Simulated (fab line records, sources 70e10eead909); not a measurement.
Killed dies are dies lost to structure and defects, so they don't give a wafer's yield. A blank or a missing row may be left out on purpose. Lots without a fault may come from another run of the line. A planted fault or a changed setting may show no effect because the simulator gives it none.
Which tool did it? | flow nand_harc | 10 lots, 30 wafers sampled, at 6 steps of a route of 1302

WHAT THE GAUGES READ, wafer by wafer
NHARC_A_CHANNEL_HOLE_D1_CD_MEAS_30.
lot  | measured     | on        | cd_nm (nm)
L872 | day 10 07:45 | cd_sem-03 | 90.9 90.8 88.9
L873 | day 10 18:59 | cd_sem-01 | 90.8 94.7 92.7
L874 | day 11 11:49 | cd_sem-02 | 91.8 93.6 89.4
L879 | day 13 18:58 | cd_sem-03 | 89.0 91.2 92.3
L880 | day 14 04:14 | cd_sem-01 | 88.0 93.5 91.2
L881 | day 14 23:53 | cd_sem-02 | 90.5 88.8 90.0
L886 | day 16 18:04 | cd_sem-03 | 89.9 93.0 89.4
L889 | day 17 11:49 | cd_sem-03 | 91.9 92.1 91.6
L890 | day 18 04:31 | cd_sem-03 | 90.2 91.1 95.6
L891 | day 18 16:45 | cd_sem-01 | 89.8 86.6 87.3

NHARC_END_WLT_00.
lot  | measured     | on        | VT_DECK1_BOTTOM   | VT_DECK1_BOTTOM_INNER | VT_DECK1_MEDIAN_NEAR_BOTTOM | VT_DECK1_MEDIAN_NEAR_BOTTOM_INNER | VT_DECK1_MIDDLE   | VT_DECK1_MIDDLE_INNER | VT_DECK1_TOP      | VT_DECK1_TOP_INNER | VT_DECK2_BOTTOM   | VT_DECK2_BOTTOM_INNER | VT_DECK2_MEDIAN_NEAR_BOTTOM | VT_DECK2_MEDIAN_NEAR_BOTTOM_INNER | VT_DECK2_MIDDLE   | VT_DECK2_MIDDLE_INNER | VT_DECK2_TOP      | VT_DECK2_TOP_INNER
L872 | day 25 16:01 | prober-02 | 0.876 0.872 0.865 | 0.876 0.881 0.867     | 0.868 0.866 0.867           | 0.875 0.885 0.864                 | 0.871 0.884 0.874 | 0.880 0.877 0.875     | 0.888 0.893 0.883 | 0.892 0.889 0.888  | 0.859 0.871 0.864 | 0.862 0.867 0.857     | 0.860 0.875 0.863           | 0.868 0.868 0.863                 | 0.878 0.883 0.885 | 0.879 0.881 0.879     | 0.888 0.884 0.892 | 0.889 0.888 0.891
L873 | day 26 06:47 | prober-02 | 0.873 0.879 0.871 | 0.871 0.884 0.873     | 0.872 0.878 0.868           | 0.869 0.879 0.876                 | 0.886 0.881 0.879 | 0.884 0.887 0.882     | 0.897 0.896 0.897 | 0.894 0.890 0.896  | 0.856 0.858 0.878 | 0.860 0.866 0.874     | 0.870 0.863 0.872           | 0.862 0.867 0.870                 | 0.877 0.875 0.875 | 0.879 0.874 0.885     | 0.886 0.885 0.900 | 0.886 0.881 0.884
L874 | day 27 02:08 | prober-02 | 0.874 0.884 0.868 | 0.873 0.883 0.870     | 0.878 0.881 0.872           | 0.869 0.875 0.872                 | 0.889 0.880 0.877 | 0.889 0.880 0.879     | 0.889 0.896 0.890 | 0.892 0.898 0.891  | 0.886 0.877 0.878 | 0.890 0.875 0.880     | 0.888 0.874 0.881           | 0.889 0.882 0.886                 | 0.891 0.883 0.891 | 0.889 0.890 0.891     | 0.908 0.903 0.901 | 0.906 0.904 0.898
L879 | day 29 06:00 | prober-01 | 0.885 0.886 0.893 | 0.884 0.883 0.884     | 0.877 0.891 0.901           | 0.883 0.886 0.898                 | 0.895 0.903 0.898 | 0.900 0.895 0.905     | 0.923 0.920 0.915 | 0.916 0.918 0.921  | 0.886 0.886 0.891 | 0.887 0.883 0.887     | 0.880 0.874 0.887           | 0.884 0.885 0.889                 | 0.896 0.895 0.901 | 0.895 0.882 0.900     | 0.908 0.902 0.901 | 0.906 0.911 0.899
L880 | day 30 05:31 | prober-02 | 0.885 0.898 0.887 | 0.883 0.894 0.893     | 0.882 0.904 0.895           | 0.886 0.894 0.895                 | 0.903 0.908 0.909 | 0.905 0.914 0.907     | 0.913 0.925 0.919 | 0.914 0.908 0.910  | 0.861 0.871 0.869 | 0.867 0.872 0.876     | 0.867 0.878 0.879           | 0.871 0.875 0.874                 | 0.885 0.898 0.887 | 0.881 0.885 0.887     | 0.896 0.898 0.893 | 0.908 0.896 0.897
L881 | day 30 13:45 | prober-02 | 0.885 0.881 0.886 | 0.891 0.884 0.887     | 0.891 0.880 0.891           | 0.891 0.891 0.881                 | 0.907 0.909 0.906 | 0.894 0.902 0.904     | 0.925 0.911 0.916 | 0.920 0.925 0.916  | 0.872 0.882 0.881 | 0.874 0.878 0.872     | 0.876 0.875 0.883           | 0.875 0.872 0.884                 | 0.889 0.888 0.887 | 0.892 0.895 0.895     | 0.892 0.900 0.901 | 0.897 0.898 0.892
L886 | day 31 21:29 | prober-01 | 0.865 0.875 0.867 | 0.871 0.872 0.869     | 0.865 0.867 0.868           | 0.865 0.874 0.871                 | 0.878 0.887 0.877 | 0.882 0.877 0.884     | 0.884 0.893 0.890 | 0.890 0.890 0.892  | 0.867 0.862 0.868 | 0.872 0.867 0.870     | 0.867 0.863 0.870           | 0.873 0.861 0.887                 | 0.888 0.881 0.887 | 0.873 0.874 0.889     | 0.899 0.890 0.893 | 0.895 0.895 0.895
L889 | day 32 18:44 | prober-02 | 0.878 0.874 0.873 | 0.877 0.874 0.869     | 0.875 0.871 0.876           | 0.878 0.880 0.877                 | 0.886 0.878 0.886 | 0.892 0.886 0.883     | 0.893 0.891 0.895 | 0.896 0.900 0.891  | 0.866 0.872 0.883 | 0.869 0.883 0.880     | 0.872 0.875 0.884           | 0.869 0.872 0.889                 | 0.884 0.886 0.888 | 0.885 0.886 0.894     | 0.907 0.895 0.909 | 0.895 0.894 0.911
L890 | day 33 11:19 | prober-02 | 0.875 0.876 0.882 | 0.874 0.876 0.888     | 0.860 0.875 0.878           | 0.871 0.872 0.888                 | 0.885 0.883 0.902 | 0.887 0.885 0.890     | 0.893 0.900 0.903 | 0.886 0.893 0.896  | 0.869 0.873 0.884 | 0.873 0.876 0.874     | 0.867 0.874 0.874           | 0.878 0.880 0.879                 | 0.886 0.886 0.894 | 0.890 0.888 0.894     | 0.904 0.906 0.900 | 0.900 0.902 0.905
L891 | day 33 22:47 | prober-01 | 0.855 0.853 0.846 | 0.856 0.845 0.853     | 0.861 0.854 0.854           | 0.858 0.851 0.855                 | 0.869 0.864 0.870 | 0.874 0.861 0.870     | 0.883 0.881 0.883 | 0.882 0.881 0.877  | 0.874 0.875 0.875 | 0.874 0.872 0.881     | 0.869 0.864 0.878           | 0.869 0.871 0.878                 | 0.891 0.887 0.887 | 0.890 0.884 0.885     | 0.890 0.908 0.901 | 0.897 0.904 0.905

NHARC_END_SORT_01.
lot  | measured     | on        | killed_at_array | killed_at_other | killed_at_periphery | killed_dies | killed_open | killed_short
L874 | day 27 06:02 | prober-02 | 61 96 96        | 1 1 4           | 3 3 2               | 65 100 102  | 1 3 1       | 3 0 1
L880 | day 30 08:47 | prober-02 | 69 69 77        | 0 0 0           | 5 3 5               | 74 72 82    | 1 2 2       | 2 1 1
L881 | day 30 17:21 | prober-02 | 40 43 43        | 2 0 0           | 6 9 4               | 48 52 47    | 3 2 5       | 4 1 3

WHICH TOOL RAN EACH LOT (tool, then ch and the chambers of the sampled wafers, then the start)
lot  | NHARC_A_CHANNEL_HOLE_D1_ETCH_26  | NHARC_A_CHANNEL_HOLE_D1_ETCH_33  | NHARC_A_CHANNEL_FILL_D1_ALD_02
L872 | har_etch-02 ch 1, day 10 05:34   | har_etch-02 ch 1, day 10 05:46   | ald_hk-04 ch 0,3, day 10 08:12
L873 | har_etch-02 ch 0,1, day 10 17:14 | har_etch-02 ch 0,1, day 10 17:26 | ald_hk-02 ch 1,3, day 10 19:26
L874 | har_etch-02 ch 0,1, day 11 09:59 | har_etch-02 ch 0,1, day 11 10:11 | ald_hk-04 ch 0,3, day 11 12:11
L879 | har_etch-02 ch 1, day 13 16:50   | har_etch-02 ch 1, day 13 17:14   | ald_hk-04 ch 0,1,2, day 13 19:32
L880 | har_etch-02 ch 1, day 14 02:10   | har_etch-02 ch 1, day 14 02:34   | ald_hk-04 ch 2,3, day 14 04:37
L881 | har_etch-01 ch 0,1, day 14 22:08 | har_etch-01 ch 0,1, day 14 22:20 | ald_hk-04 ch 0,1,3, day 15 00:25
L886 | har_etch-01 ch 0,1, day 16 16:14 | har_etch-01 ch 0,1, day 16 16:26 | ald_hk-02 ch 2,3, day 16 18:27
L889 | har_etch-01 ch 0,1, day 17 09:25 | har_etch-01 ch 0,1, day 17 09:37 | ald_hk-02 ch 0,2,3, day 17 12:12
L890 | har_etch-02 ch 0,1, day 18 02:49 | har_etch-02 ch 0,1, day 18 03:01 | ald_hk-03 ch 0,3, day 18 04:52
L891 | har_etch-01 ch 0,1, day 18 15:04 | har_etch-01 ch 0,1, day 18 15:16 | ald_hk-03 ch 0,1, day 18 17:12
- NHARC_A_CHANNEL_HOLE_D1_ETCH_26: etches the open film in C4F8/O2/Ar, time 224.1 s, target depth 300 nm.
- NHARC_A_CHANNEL_HOLE_D1_ETCH_33: etches the open film in C4F8/O2/Ar, time 90 s, target depth 400 nm.
- NHARC_A_CHANNEL_FILL_D1_ALD_02: deposits SiO2, target thk 6 nm, pulse time 10 s, ald cycles 60.

WHAT THE TOOLS THEMSELVES READ (means of the sampled wafers that have a number; where no wafer has one, the mark that the record gives instead)
NHARC_A_CHANNEL_HOLE_D1_ETCH_26.
lot  | tool        | drypump_motor_current_A (A) | he_backside_leak_sccm (sccm) | showerhead_plenum_p_Torr (Torr) | throttle_valve_pct (%)
L872 | har_etch-02 | 6.4                         | 7.3                          | 3.80                            | 24.590
L873 | har_etch-02 | 5.5                         | 6.9                          | 3.55                            | 24.580
L874 | har_etch-02 | 6.0                         | 7.1                          | 3.67                            | 24.586
L879 | har_etch-02 | 6.4                         | 7.5                          | 3.78                            | 24.580
L880 | har_etch-02 | 6.4                         | 7.3                          | 3.78                            | 24.591
L881 | har_etch-01 | 5.9                         | 6.6                          | 3.65                            | 24.572
L886 | har_etch-01 | 6.0                         | 6.7                          | 3.62                            | 24.586
L889 | har_etch-01 | 5.8                         | 6.8                          | 3.63                            | 24.590
L890 | har_etch-02 | 6.0                         | 5.7                          | 3.82                            | 24.580
L891 | har_etch-01 | 6.0                         | 7.1                          | 3.60                            | 24.590

NHARC_A_CHANNEL_HOLE_D1_ETCH_33.
lot  | tool        | drypump_motor_current_A (A) | he_backside_leak_sccm (sccm) | showerhead_plenum_p_Torr (Torr) | throttle_valve_pct (%)
L872 | har_etch-02 | 6.5                         | 8.2                          | 3.79                            | 27.618
L873 | har_etch-02 | 5.5                         | 6.9                          | 3.55                            | 27.619
L874 | har_etch-02 | 6.0                         | 7.2                          | 3.67                            | 27.625
L879 | har_etch-02 | 6.4                         | 7.5                          | 3.78                            | 27.618
L880 | har_etch-02 | 6.4                         | 7.3                          | 3.77                            | 27.618
L881 | har_etch-01 | 5.8                         | 6.9                          | 3.65                            | 27.622
L886 | har_etch-01 | 6.0                         | 7.9                          | 3.62                            | 27.612
L889 | har_etch-01 | 5.8                         | 7.1                          | 3.63                            | 27.615
L890 | har_etch-02 | 6.0                         | 4.9                          | 3.82                            | 27.611
L891 | har_etch-01 | 6.0                         | 6.9                          | 3.60                            | 27.620

NHARC_A_CHANNEL_FILL_D1_ALD_02.
lot  | tool      | heater_power_outer_w (W) | heater_power_w (W) | precursor_pulse_height_rel
L872 | ald_hk-04 | 254                      | 418                | 1.007
L873 | ald_hk-02 | 271                      | 484                | 1.012
L874 | ald_hk-04 | 257                      | 423                | 0.989
L879 | ald_hk-04 | 247                      | 426                | 1.001
L880 | ald_hk-04 | 232                      | 417                | 0.985
L881 | ald_hk-04 | 245                      | 415                | 1.002
L886 | ald_hk-02 | 247                      | 448                | 0.974
L889 | ald_hk-02 | 247                      | 435                | 0.969
L890 | ald_hk-03 | 302                      | 546                | 1.004
L891 | ald_hk-03 | 246                      | 455                | 1.019

THE ANSWER, worked out from the rows above alone
Rule: what is usual is taken from the lots themselves. Put in order of their means at a reading, lots are off if they are a third of the lots or fewer, leave a main group of 4 or more, and stand apart from it by a gap of 3 or more times the standard deviation of the main group's means; of several such gaps the widest counts. A main group whose means are all the same, to the digits that the tables above print for the reading, isn't used. A lot without any number at a reading at which 4 lots or more have one is off too. The other lots that the step has rows for count as sound. The gauges are gone through in route order, then the tools' own readings, and for those a lot's mean is taken as printed above. The first step at which some lot is off is used, and at that step the reading that is off furthest; a lot without a number counts as furthest.
Off: L879, L880, L881, at NHARC_END_WLT_00 (VT_DECK1_TOP). The main group: mean 0.891, standard deviation 0.0051.
A tool fits if, at a process step before that reading, it ran every lot that is off, and no sound lot after the first of them. The gauges at NHARC_END_WLT_00 are tried like those tools. One fits: ald_hk-04 at NHARC_A_CHANNEL_FILL_D1_ALD_02. Its last sound lot is L874 (day 11 12:11), its first lot that is off L879 (day 13 19:32): a fault that began between those two fits.

WHAT THE SIMULATOR HAD PUT IN
Process parameter drift: ald_hk-04, from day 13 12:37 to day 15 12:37, at NHARC_A_CHANNEL_FILL_D1_ALD_02. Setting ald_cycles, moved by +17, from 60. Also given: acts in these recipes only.
Lots struck among those shown: L879, L880, L881. The rule above found the same.
